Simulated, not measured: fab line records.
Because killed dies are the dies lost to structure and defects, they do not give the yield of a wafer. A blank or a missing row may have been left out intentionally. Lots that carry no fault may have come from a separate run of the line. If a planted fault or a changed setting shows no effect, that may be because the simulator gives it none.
fab line records ; flow nand_harc
[record] lots = 7; wafers = 21; last_day = 32
route steps=1302 shown A_CHANNEL_FILL_D1@508 A_DECK1_JOINT@518
lots that met no fault: from a run of the same line without faults
start_h: the number of hours between the record's first day and the start of the first shown wafer of the lot ; wait_h: how many hours have passed since the lot's step before this one ; " identical to the entry in the row above ; L1.1+2: a single row standing in for several wafers ; - no value, or no start given ; * or withheld: withheld ; < > ~ a bound
route shown NAME@n: names a module that has steps shown in the file, with the first one's number in the route ; usual: mean/standard deviation of fault-free wafers ; same: alike in all rows ; chamber/n: place in a boat ; sites: each site's reading ; _std_site: their standard deviation ; _edge_site: mean of outer sites minus mean of inner sites ; radius_mm: for every site, how far away it sits from the centre of the wafer ; mask NAME#n: copy n ; behind: the most recent tool/chamber to have shaped the wafer ; hold: why the lot went on hold/how many hours it stayed there/how the hold came to an end ; device: which transistor (n, p or np) failed to switch ; end of line: tests of these same wafers at the route's end ; a step with no rows: only its recipe ; killed: count of dies lost to structure and defects at first sort (not the wafer's yield) ; map: dies across one wafer; x = killed, . = not, _ = none there
set.NAME: the setting that was run; set.NAME@STEP: the one run at that earlier step ; model.NAME: the simulator's own value behind a step, which no gauge read
lots at selected steps of the route; one table per step, one row per wafer
services: a tool's chamber out of use, with start hour (start_h, from the record's first day; less than 0 if before it), hours out, and reason
[[steps]]
[step NHARC_A_CHANNEL_FILL_D1_ETCHBACK_08]
[recipe] target_depth_a = 2200; time_s = 110; c4f8_flow_sccm = 20; ar_flow_sccm = withheld; rf_w = 600; bias_w = 300; chemistry = C4F8
[usual] chamber_pressure_mTorr = 24.997/0.022; oes_product_au = 0.95/0.034; rf_vpp_V = 440.3/2.5
lot.wafer;tool;chamber;start_h;wait_h;chamber_pressure_mTorr;oes_product_au;rf_hours_counter_h;rf_vpp_V
L349.1;rie_diel-09;1;-;-;25.018;0.95;3.3;436.0
L349.2;rie_diel-09;3;-;-;25.000;0.96;3.6;439.8
L349.6;rie_diel-09;1;-;-;24.985;0.95;-;436.5
L355.1;rie_diel-13;3;-;-;24.972;0.92;6.8;439.0
L355.4;rie_diel-13;2;-;-;25.005;0.92;-;442.4
L355.5;rie_diel-13;3;-;-;25.005;0.92;-;439.6
L357.1;rie_diel-13;3;-;-;25.012;0.91;7.9;439.7
L357.2;rie_diel-13;0;-;-;25.013;0.91;9.1;440.3
L357.4;rie_diel-13;1;-;-;25.006;0.92;8.6;438.7
L358.1;rie_diel-12;1;-;-;24.954;0.97;2.9;438.4
L358.2;rie_diel-12;2;-;-;25.006;0.98;3.1;444.3
L358.3;rie_diel-12;3;-;-;25.039;0.98;3.6;442.9
L359.2;rie_diel-12;0;-;-;25.006;0.99;5.0;438.4
L359.4;rie_diel-12;1;-;-;24.957;0.99;4.9;438.1
L359.6;rie_diel-12;0;-;-;25.050;1.00;-;437.4
L368.4;rie_diel-09;3;-;-;25.029;0.92;4.9;439.8
L368.1;rie_diel-09;0;-;-;24.981;0.92;4.6;443.8
L368.5;rie_diel-09;3;-;-;24.962;0.93;-;440.0
L369.1;rie_diel-12;1;-;-;24.981;0.91;10.5;437.7
L369.5;rie_diel-12;3;-;-;25.006;0.92;-;442.8
L369.6;rie_diel-12;0;-;-;25.022;0.92;-;437.8
[step NHARC_A_CHANNEL_FILL_D1_STRIP_29]
[recipe] time_s = 20; o2_flow_sccm = 500; ar_flow_sccm = 0; bias_w = 0; chemistry = O2
[usual] chamber_pressure_mTorr = 60.00/0.057; drypump_motor_current_A = 5.7/0.37; o2_flow_sccm = 500.1/1.4; oes_product_au = 1.000/0.0075; rf_vpp_V = 57.9/0.91; showerhead_plenum_p_Torr = 3.51/0.13; throttle_valve_pct = 17.037/0.008
lot.wafer;tool;chamber;start_h;wait_h;chamber_pressure_mTorr;drypump_motor_current_A;o2_flow_sccm;oes_product_au;rf_hours_counter_h;rf_vpp_V;showerhead_plenum_p_Torr;throttle_valve_pct
L349.2;rie_diel-09;1;-;-;60.01;5.4;498.0;1.001;3.3;57.4;3.32;17.025
L349.1;rie_diel-09;3;-;-;59.93;5.8;501.4;1.000;3.6;57.3;3.49;17.026
L349.6;rie_diel-09;1;-;-;59.93;5.4;497.9;0.999;-;57.4;3.32;17.048
L355.1;rie_diel-13;0;310.81;0.1;59.94;6.3;501.8;1.012;8.0;58.1;3.44;17.041
L355.4;rie_diel-13;3;310.81;0.1;60.02;5.7;498.2;1.010;-;57.9;3.45;17.034
L355.5;rie_diel-13;0;310.81;0.1;60.05;6.3;499.2;0.993;-;58.2;3.44;17.033
L357.4;rie_diel-13;2;-;-;59.97;5.4;498.7;1.001;9.2;59.8;3.61;17.047
L357.2;rie_diel-13;3;-;-;60.03;5.8;500.6;0.997;7.9;58.2;3.45;17.042
L357.1;rie_diel-13;0;-;-;60.02;6.3;499.3;0.995;9.2;57.0;3.44;17.029
L358.3;rie_diel-12;3;-;-;59.99;6.0;499.2;1.015;3.6;56.9;3.62;17.052
L358.2;rie_diel-12;1;-;-;59.89;5.2;500.3;0.996;2.9;56.8;3.36;17.036
L358.1;rie_diel-12;2;-;-;60.03;5.5;500.3;1.001;3.1;58.0;3.71;17.035
L359.2;rie_diel-12;3;-;-;59.95;6.0;501.7;1.008;5.4;58.6;3.62;17.033
L359.4;rie_diel-12;0;-;-;59.92;6.1;501.5;1.006;5.1;57.9;3.35;17.041
L359.6;rie_diel-12;3;-;-;59.95;5.9;499.2;0.996;-;59.1;3.62;17.027
L368.4;rie_diel-09;3;-;-;60.02;5.8;499.9;1.008;5.0;57.4;3.49;17.038
L368.1;rie_diel-09;0;-;-;59.97;6.1;500.3;0.993;4.7;58.9;3.69;17.030
L368.5;rie_diel-09;3;-;-;60.06;5.8;500.0;0.998;-;57.5;3.49;17.032
L369.1;rie_diel-12;0;-;-;60.06;6.1;503.3;1.009;10.1;58.5;3.35;17.040
L369.5;rie_diel-12;1;-;-;60.02;5.3;499.4;0.994;-;58.2;3.35;17.034
L369.6;rie_diel-12;2;-;-;59.97;5.5;499.2;1.013;-;58.0;3.71;17.052
[step NHARC_A_CHANNEL_FILL_D1_PRECLEAN_30]
[recipe] time_s = 30; chemistry = dHF
[step NHARC_A_CHANNEL_FILL_D1_SRD_31]
[step NHARC_A_CHANNEL_FILL_D1_CVD_09]
[recipe] target_thk_a = 1500; temp_c = 620; pressure_mtorr = 200; time_s = 3000; material = poly-Si
[step NHARC_A_CHANNEL_FILL_D1_CMP_10]
[recipe] target_thk_nm = 150
[usual] edge_zone_pressure_frac = 1.000/0.0049; motor_current_A = 11.5/1.4; pad_life_wafers = 184/100; time_to_endpoint_s = 14.6/1.9
lot.wafer;tool;chamber;start_h;wait_h;edge_zone_pressure_frac;motor_current_A;pad_life_wafers;time_to_endpoint_s
L349.2;cmp-04;1;236.77;0.4;0.996;9.2;60;15.4
L349.1;cmp-04;0;236.77;0.4;0.993;14.3;63;16.0
L349.6;cmp-04;1;236.77;0.4;0.997;9.3;-;15.7
L355.1;cmp-02;3;316.34;0.4;1.007;12.5;331;13.2
L355.4;cmp-02;1;316.34;0.4;1.001;11.5;333;11.1
L355.5;cmp-02;3;316.34;0.4;1.011;12.9;-;10.5
L357.1;cmp-04;2;334.12;0.4;0.994;11.4;90;13.5
L357.4;cmp-04;3;334.12;0.4;0.999;11.2;91;16.0
L357.2;cmp-04;1;334.12;0.4;1.008;9.3;93;14.7
L358.3;cmp-03;3;341.87;0.4;0.998;11.6;270;19.5
L358.2;cmp-03;0;341.87;0.4;0.998;11.3;271;13.0
L358.1;cmp-03;2;341.87;0.4;1.004;12.7;273;18.0
L359.4;cmp-02;3;354.03;0.4;0.997;12.4;98;18.8
L359.2;cmp-02;0;354.03;0.4;1.005;10.9;99;20.2
L359.6;cmp-02;2;354.03;0.4;1.000;13.0;-;17.8
L368.4;cmp-04;2;440.23;0.4;0.995;10.2;138;13.3
L368.1;cmp-04;1;440.23;0.4;0.994;8.7;141;15.2
L368.5;cmp-04;2;440.23;0.4;1.006;11.1;-;12.4
L369.1;cmp-03;0;447.78;0.4;1.006;11.5;306;13.4
L369.6;cmp-03;0;447.78;0.4;1.003;12.2;-;14.1
L369.5;cmp-03;1;447.78;0.4;0.999;10.8;-;14.9
[step NHARC_A_CHANNEL_FILL_D1_SRD_12]
[step NHARC_A_CHANNEL_FILL_D1_INSPECT_13]
[usual] raw_defect_count = 342/130
lot.wafer;tool;chamber;start_h;wait_h;raw_defect_count
L349.1;defect_inspect-02;-;237.18;0.0;187
L349.2;defect_inspect-02;-;237.18;0.0;294
L349.6;defect_inspect-02;-;237.18;0.0;228
L355.1;defect_inspect-02;-;316.74;0.0;197
L355.4;defect_inspect-02;-;316.74;0.0;256
L355.5;defect_inspect-02;-;316.74;0.0;412
L357.1;defect_inspect-01;-;334.53;0.0;374
L357.2;defect_inspect-01;-;334.53;0.0;253
L357.4;defect_inspect-01;-;334.53;0.0;303
L358.1;defect_inspect-02;-;342.29;0.0;290
L358.2;defect_inspect-02;-;342.29;0.0;143
L358.3;defect_inspect-02;-;342.29;0.0;219
L359.2;defect_inspect-01;-;354.39;0.0;394
L359.4;defect_inspect-01;-;354.39;0.0;199
L359.6;defect_inspect-01;-;354.39;0.0;233
L368.1;defect_inspect-01;-;440.64;0.0;337
L368.4;defect_inspect-01;-;440.64;0.0;455
L368.5;defect_inspect-01;-;440.64;0.0;350
L369.1;defect_inspect-01;-;448.19;0.0;309
L369.5;defect_inspect-01;-;448.19;0.0;338
L369.6;defect_inspect-01;-;448.19;0.0;373
[step NHARC_A_DECK1_JOINT_ETCHBACK_07]
[recipe] target_depth_a = 1050; time_s = 26.9; hbr_flow_sccm = 150; rf_w = 350; icp_w = 350; bias_w = 60; chemistry = HBr
[usual] chamber_pressure_mTorr = 15.001/0.013; drypump_motor_current_A = 5.8/0.35; he_backside_leak_sccm = 2.67/0.24; oes_product_au = 1.000/0.0066; throttle_valve_pct = 23.266/0.0088
lot.wafer;tool;chamber;start_h;wait_h;chamber_pressure_mTorr;drypump_motor_current_A;he_backside_leak_sccm;oes_product_au;rf_hours_counter_h;throttle_valve_pct
L349.1;rie_si-05;1;237.24;0.1;15.007;6.1;2.80;1.007;0.6;23.266
L349.2;rie_si-05;3;237.24;0.1;15.006;6.5;2.56;1.002;0.6;23.264
L349.6;rie_si-05;2;237.24;0.1;15.011;6.0;2.43;1.002;-;23.261
L355.4;rie_si-05;0;316.80;0.1;14.995;5.5;3.07;1.000;0.1;23.252
L355.1;rie_si-05;1;316.80;0.1;14.978;6.1;2.54;0.995;0.0;23.269
L355.5;rie_si-05;0;316.80;0.1;15.001;5.5;3.04;0.999;-;23.265
L357.1;rie_si-02;0;334.59;0.1;15.034;5.5;2.43;0.991;0.4;23.260
L357.4;rie_si-02;2;334.59;0.1;15.021;5.7;2.98;1.009;0.3;23.274
L357.2;rie_si-02;3;334.59;0.1;15.032;5.9;2.36;1.001;0.4;23.274
L358.2;rie_si-05;1;342.36;0.1;15.002;6.1;2.45;1.002;0.2;23.274
L358.3;rie_si-05;2;342.36;0.1;15.007;6.1;2.44;1.003;0.1;23.261
L358.1;rie_si-05;3;342.36;0.1;14.988;6.4;2.54;1.007;0.1;23.267
L359.2;rie_si-02;0;354.45;0.1;15.019;5.5;2.38;0.996;0.5;23.262
L359.4;rie_si-02;2;354.45;0.1;14.999;5.7;2.93;0.994;0.5;23.263
L359.6;rie_si-02;1;354.45;0.1;15.012;5.4;2.58;0.985;-;23.268
L368.1;rie_si-02;2;440.73;0.1;14.983;5.7;2.83;1.001;1.1;23.257
L368.4;rie_si-02;3;440.73;0.1;15.008;6.0;2.47;1.005;1.1;23.281
L368.5;rie_si-02;1;440.73;0.1;14.991;5.4;2.53;0.996;-;23.263
L369.1;rie_si-02;1;448.27;0.1;14.987;5.4;3.04;1.002;1.3;23.284
L369.6;rie_si-02;3;448.27;0.1;14.989;5.9;2.39;1.005;-;23.254
L369.5;rie_si-02;0;448.27;0.1;15.007;5.5;2.44;1.003;-;23.257
[step NHARC_A_DECK1_JOINT_ETCH_25]
[recipe] target_depth_a = 5; chemistry = dHF; material = SiO2
[step NHARC_A_DECK1_JOINT_ETCH_19]
[recipe] temp_c = 25; target_depth_a = 30; chemistry = TMAH; material = poly-Si
[usual] bath_heat_duty_pct = 6.6/0.77; temp_c = 25.00/0.1
lot.wafer;tool;chamber;start_h;wait_h;bath_heat_duty_pct;temp_c
L349.2;wet_bench-02;4;237.42;0.0;7.1;25.19
L349.1;wet_bench-02;5;237.42;0.0;7.0;24.87
L349.6;wet_bench-02;1;237.42;0.0;7.8;25.12
L355.5;wet_bench-01;4;316.98;0.0;-;-
L355.4;wet_bench-01;7;316.98;0.0;-;-
L355.1;wet_bench-01;1;316.98;0.0;-;-
L357.2;wet_bench-04;4;334.77;0.0;-;-
L357.1;wet_bench-04;5;334.77;0.0;-;-
L357.4;wet_bench-04;6;334.77;0.0;-;-
L358.2;wet_bench-04;7;342.53;0.0;-;-
L358.3;wet_bench-04;0;342.53;0.0;-;-
L358.1;wet_bench-04;3;342.53;0.0;-;-
L359.2;wet_bench-01;4;354.63;0.0;6.7;24.95
L359.6;wet_bench-01;5;354.63;0.0;6.7;24.81
L359.4;wet_bench-01;7;354.63;0.0;4.9;24.90
L368.4;wet_bench-04;1;440.88;0.0;6.7;25.00
L368.1;wet_bench-04;3;440.88;0.0;6.9;24.92
L368.5;wet_bench-04;4;440.88;0.0;6.5;24.83
L369.1;wet_bench-02;7;448.43;0.0;6.1;25.01
L369.6;wet_bench-02;2;448.43;0.0;6.6;25.03
L369.5;wet_bench-02;3;448.43;0.0;7.0;24.92
[step NHARC_A_DECK1_JOINT_ETCH_18]
[recipe] target_depth_a = 30; chemistry = dHF; material = SiO2
[[services]]
tool;chamber;start_h;hours;kind
cmp-04;-;209.26;4.0;pm
rie_si-02;3;211.18;14.9;repair
rie_diel-09;1;218.83;4.4;repair
rie_diel-12;0;226.33;6.4;repair
wet_bench-04;-;227.20;8.0;pm
rie_diel-09;-;251.28;1.1;repair
rie_diel-12;0;266.80;9.4;repair
rie_diel-12;-;268.45;9.0;pm
rie_si-02;-;277.00;9.0;pm
rie_diel-12;1;288.13;6.1;repair
rie_diel-12;2;303.32;3.3;repair
rie_si-05;-;305.00;9.0;pm
cmp-04;-;307.26;4.0;pm
rie_diel-13;1;310.49;7.6;repair
rie_diel-09;-;320.15;9.0;pm
rie_diel-13;-;336.36;2.4;repair
rie_diel-13;-;342.00;9.0;pm
cmp-04;-;364.73;0.3;repair
cmp-04;-;396.48;0.8;repair
wet_bench-04;-;403.20;8.0;pm
cmp-04;-;405.26;4.0;pm
rie_diel-09;0;411.04;4.2;repair
rie_diel-12;3;423.70;7.9;repair
rie_diel-12;-;445.45;9.0;pm
[[key]]
[first_sign] step = NHARC_A_DECK1_JOINT_ETCH_19; reading = tool_record; direction = missing
effect none on later readings
met_at NHARC_A_DECK1_JOINT_ETCH_19
struck_wafers L355.1,L355.4,L355.5,L357.1,L357.2,L357.4,L358.1,L358.2,L358.3
later_rows_left_out L355.1,L355.4,L355.5,L357.1,L357.2,L357.4,L358.1,L358.2,L358.3
sort_left_out L355.1,L355.4,L355.5,L357.1,L357.2,L357.4,L358.1,L358.2,L358.3
tester_left_out L355,L357,L358
[fault] kind = skipped_step_whole; tool = wet_bench-01,wet_bench-04; chamber = -; onset_h = 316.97; steps = NHARC_A_DECK1_JOINT_ETCH_19; scope = struck_lots_only
// tester_left_out: of these lots the tester's yield and bins aren't shown, on N5 and GAA mostly nor the transistor test; their killed dies are dies lost to structure and defects alone, not to doping, threshold or leakage, so they don't give the yield
// sort_left_out: the simulated sort isn't trusted on such a fault, so these wafers' sort isn't shown, and their yield isn't known
// later_rows_left_out: the simulator's readings of these wafers behind a module that went badly wrong aren't trusted and aren't shown, but for the sort
